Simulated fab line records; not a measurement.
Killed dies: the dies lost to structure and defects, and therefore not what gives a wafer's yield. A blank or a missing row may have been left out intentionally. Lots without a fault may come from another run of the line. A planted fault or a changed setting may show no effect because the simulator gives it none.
Chamber matching + flow n5_finfet + N5_MOL_CONTACT_COAG_ETCHBACK_135 on rie_diel-01 has 4 sister chambers
The step etches SiO2 in CHF3, target depth 25 nm, time 16.7 s. 14 wafers are shown with their chamber, then 7 later ones without.

## EACH WAFER AND ITS CHAMBER
| wafer  | chamber | showerhead_plenum_p_Torr (Torr) | throttle_valve_pct (%) | rf_vpp_V (V) |
|--------|---------|---------------------------------|------------------------|--------------|
| L081.1 | 1       | 2.34                            | 18.88                  | 532          |
| L081.2 | 2       | 2.38                            | 18.56                  | 535          |
| L081.6 | 2       | 2.38                            | 18.56                  | 537          |
| L082.1 | 1       | 2.34                            | 18.89                  | 531          |
| L082.3 | 0       | 2.54                            | 18.72                  | 518          |
| L082.6 | 2       | 2.38                            | 18.57                  | 536          |
| L083.1 | 0       | 2.54                            | 18.72                  | 518          |
| L083.2 | 1       | 2.33                            | 18.90                  | 529          |
| L083.5 | 2       | 2.38                            | 18.57                  | 536          |
| L084.1 | 0       | 2.54                            | 18.74                  | 518          |
| L084.3 | 2       | 2.38                            | 18.60                  | 537          |
| L084.5 | 0       | 2.54                            | 18.73                  | 518          |
| L085.2 | 3       | 2.37                            | 18.47                  | 534          |
| L085.3 | 1       | 2.33                            | 18.90                  | 530          |

SIGNATURES, as means of the wafers listed above
| reading                  | chamber 0 | chamber 1 | chamber 2 | chamber 3 | scatter within a chamber |
|--------------------------|-----------|-----------|-----------|-----------|--------------------------|
| showerhead_plenum_p_Torr | 2.5400    | 2.3350    | 2.3800    | 2.3700    | 0.00316                  |
| throttle_valve_pct       | 18.7275   | 18.8925   | 18.5720   | 18.4700   | 0.0128                   |
| rf_vpp_V                 | 518.00    | 530.50    | 536.20    | 534.00    | 0.883                    |
Rule: a wafer lies at a distance from a chamber equal to the root of the sum of squares, over the readings, of (its reading less the chamber's mean, divided by the reading's scatter). If the next closest chamber is less than 2 further off than the closest, the wafer can't be placed; otherwise it belongs to the closest. The scatter: take each reading less its chamber's mean, square it, sum over the shown wafers, divide by the number of wafers less the number of chambers, and take the root.

## WAFERS WITHOUT THEIR CHAMBER
| wafer  | showerhead_plenum_p_Torr (Torr) | throttle_valve_pct (%) | rf_vpp_V (V) |
|--------|---------------------------------|------------------------|--------------|
| L085.6 | 2.33                            | 18.91                  | 532          |
| L086.3 | 2.38                            | 18.58                  | 536          |
| L086.5 | 2.38                            | 18.59                  | 536          |
| L086.6 | 2.37                            | 18.47                  | 533          |
| L087.1 | 2.33                            | 18.90                  | 531          |
| L087.2 | 2.53                            | 18.74                  | 518          |
| L087.6 | 2.33                            | 18.91                  | 531          |

## THE CHAMBER EACH PASSED THROUGH
| wafer  | from the rows above | in truth |
|--------|---------------------|----------|
| L085.6 | 1                   | 1        |
| L086.3 | 2                   | 2        |
| L086.5 | 2                   | 2        |
| L086.6 | 3                   | 3        |
| L087.1 | 1                   | 1        |
| L087.2 | 0                   | 0        |
| L087.6 | 1                   | 1        |
Correctly placed: 7 of 7. Can't be placed from these rows: 0. Placed wrongly: 0.
